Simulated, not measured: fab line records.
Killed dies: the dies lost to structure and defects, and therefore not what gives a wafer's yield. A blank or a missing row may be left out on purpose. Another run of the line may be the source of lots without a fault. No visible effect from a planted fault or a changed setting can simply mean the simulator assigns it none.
Matching of chambers | flow nand harc | NHARC_THIN_TSV_ETCHBACK_48 on rie diel-13 has 4 sister chambers
The step etches the open film in C4F8/Ar, target depth 1028.5 nm, time 405.17 s. 8 wafers are shown with their chamber, then 9 later ones without.

## EACH WAFER AND ITS CHAMBER
wafer  | chamber | rf vpp V (V) | oes product au (a.u.)
L148.6 | 2       | 548          | 0.905
L153.5 | 1       | 547          | 0.960
L155.2 | 1       | 546          | 1.006
L154.1 | 0       | 548          | 0.980
L154.2 | 2       | 549          | 0.995
L158.1 | 0       | 550          | 0.905
L158.2 | 3       | 547          | 0.902
L158.6 | 3       | 546          | 0.906

## WAFERS MISSING THEIR CHAMBER
wafer  | rf vpp V (V) | oes product au (a.u.)
L162.1 | 549          | 0.945
L162.4 | 550          | 0.966
L162.6 | 547          | 0.937
L163.1 | 549          | 0.915
L163.2 | 549          | 0.918
L163.3 | 545          | 0.915
L168.1 | 548          | 0.923
L168.2 | 546          | 0.928
L168.6 | 546          | 0.926

## EACH ONE'S CHAMBER
wafer  | from the rows above               | in truth
L162.1 | can't be placed: 0 or 2           | 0
L162.4 | can't be placed: 0 or 2           | 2
L162.6 | can't be placed: 3 or 1 or 2 or 0 | 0
L163.1 | can't be placed: 0 or 2           | 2
L163.2 | can't be placed: 0 or 2           | 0
L163.3 | can't be placed: 3 or 1           | 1
L168.1 | can't be placed: 2 or 0 or 3 or 1 | 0
L168.2 | can't be placed: 3 or 1 or 2      | 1
L168.6 | can't be placed: 3 or 1 or 2      | 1
Correctly placed: 0 of 9. Cannot be placed on the basis of these rows: 9; the candidates contain the true chamber in 9. Placed wrongly: 0.
How it was worked out, from the rows above alone: a wafer's distance from a chamber is the root of the sum, over the readings, of the square of ((its reading less the chamber's mean) divided by the reading's scatter). If the next closest chamber is less than 2 further off than the closest, the wafer can't be placed; otherwise it belongs to the closest. The mean given for a chamber averages the wafers shown for that chamber. The scatter is the square root of a quotient: the sum, over the shown wafers, of each reading's squared deviation from its chamber's mean, divided by wafers minus chambers.
